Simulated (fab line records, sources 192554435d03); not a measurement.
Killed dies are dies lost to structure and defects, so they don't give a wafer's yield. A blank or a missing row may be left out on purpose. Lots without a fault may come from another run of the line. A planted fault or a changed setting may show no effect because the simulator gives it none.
Split-lot experiment | flow n5_finfet | 7 lots, 21 wafers read, on a route of 1938 steps

THE SPLIT
At N5_BEOL_M12_ILD_DEP_00 (deposits SiOC from DEMS/O2, target thk 658.92 nm, time 130.7 s), the setting time_s was moved away from the recipe's 130.7 s on 4 of the 21 wafers read, by -8.1% to +6.5%. The other wafers ran this setting at the recipe's value.

The file shows no step between the split and the reading.

THE READING
M12_ILD_THK, in nm, at N5_BEOL_M12_THK_MEAS_01. Fault-free wafers of this fab line usually give 652 nm, standard deviation 10 nm.

wafer  | tool, chamber at the split | time_s as run, s | against the recipe | M12_ILD_THK, nm | against lot-mates on the recipe
L078.3 | pecvd-03, 0                | 130.7            | recipe             | 648             | -
L078.4 | pecvd-03, 2                | 130.7            | recipe             | 661             | -
L078.6 | pecvd-03, 1                | 130.7            | recipe             | 659             | -
L085.2 | pecvd-02, 1                | 130.7            | recipe             | 649             | -
L085.3 | pecvd-02, 2                | 130.7            | recipe             | 652             | -
L085.5 | pecvd-02, 1                | 130.7            | recipe             | 664             | -
L084.1 | pecvd-01, 0                | 130.7            | recipe             | 644             | -
L084.3 | pecvd-01, 0                | 139.2            | +6.5%              | 691             | +47
L084.5 | pecvd-01, 1                | 139.2            | +6.5%              | 699             | +55
L087.1 | pecvd-02, 2                | 130.7            | recipe             | 655             | -
L087.2 | pecvd-02, 1                | 130.7            | recipe             | 645             | -
L087.6 | pecvd-02, 0                | 130.7            | recipe             | 675             | -
L091.1 | pecvd-01, 0                | 120.1            | -8.1%              | 588             | -56
L091.3 | pecvd-01, 2                | 130.7            | recipe             | 644             | -
L091.5 | pecvd-01, 0                | 120.1            | -8.1%              | 597             | -47
L096.1 | pecvd-01, 2                | 130.7            | recipe             | 640             | -
L096.4 | pecvd-01, 1                | 130.7            | recipe             | 649             | -
L096.5 | pecvd-01, 2                | 130.7            | recipe             | 650             | -
L097.1 | pecvd-03, 0                | 130.7            | recipe             | 668             | -
L097.2 | pecvd-03, 1                | 130.7            | recipe             | 649             | -
L097.4 | pecvd-03, 1                | 130.7            | recipe             | 657             | -

THE FIT
A straight line over all 21 wafers: M12_ILD_THK changes by +7.06 nm for each +1% of time_s; r = +0.93; the points scatter about the line by 9 nm.
The same after taking each lot's own level away (the mean of its wafers on the recipe; 21 wafers): +6.95 nm for each +1%; r = +0.95; scatter 7.6 nm.
On that fit, the largest move of time_s shifts the reading by 56 nm.
The lots' own levels span 644.0 to 658.3 nm, that is 1.4 times the standard deviation above.
So the lot-to-lot level changes the slope little: the two slopes agree.
Check: with one of the wafers moved furthest among these (-8.1%) left out of the fit, the line predicts -55 nm for it against its lot-mates. It came out at -56 nm against them.

OTHER SPLITS ON THESE WAFERS
These wafers also went through other splits before the reading. Each is held against what the fit with the lots' levels taken away leaves over:
other split on the same wafers   | wafers away from the commonest value | r with M12_ILD_THK (lot level and that fit taken away)
N5_BEOL_M9_ETCH_65 cf4_flow_sccm | 7                                    | +0.24
N5_BEOL_M10_VIA_ETCH_34 time_s   | 6                                    | -0.19
N5_BEOL_M10_ETCH_41 source_w     | 7                                    | -0.15
N5_BEOL_M11_COAT_63 spin_rpm     | 6                                    | +0.13
N5_BEOL_M11_COAT_22 spin_rpm     | 7                                    | +0.05

THE WHOLE CHAIN: every reading that the file lists as answering this split, in the file's order
step                    | what it does                                                   | reading                                                                             | change (the file's fit)              | r (the file's)
N5_BEOL_M12_ILD_DEP_00  | deposits SiOC from DEMS/O2, target thk 658.92 nm, time 130.7 s | SiOC_of_BEOL_M12_ILD_DEP_00.thk_nm (the simulator's own value, which no gauge read) | +6.93 nm for each +1% of the setting | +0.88
N5_BEOL_M12_THK_MEAS_01 |                                                                | M12_ILD_THK                                                                         | +6.97 for each +1% of the setting    | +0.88
N5_BEOL_M12_VIA_ETCH_16 | etches SiOC in C4F8/O2/Ar, target depth 724.8 nm               | etch.depth_nm (the simulator's own value, which no gauge read)                      | +6.94 nm for each +1% of the setting | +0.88
N5_BEOL_M12_VIA_ETCH_16 | etches SiOC in C4F8/O2/Ar, target depth 724.8 nm               | coat_of_BEOL_M12_COAT_04.thk_nm (the simulator's own value, which no gauge read)    | -1.94 nm for each +1% of the setting | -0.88
N5_BEOL_M12_STRIP_63    | strips in N2/H2                                                | strip_time_to_endpoint_s                                                            | withheld for each +1% of the setting | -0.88

THE FILE'S OWN FIT
M12_ILD_THK changes by +6.97 nm for each +1% of time_s, r = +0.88.
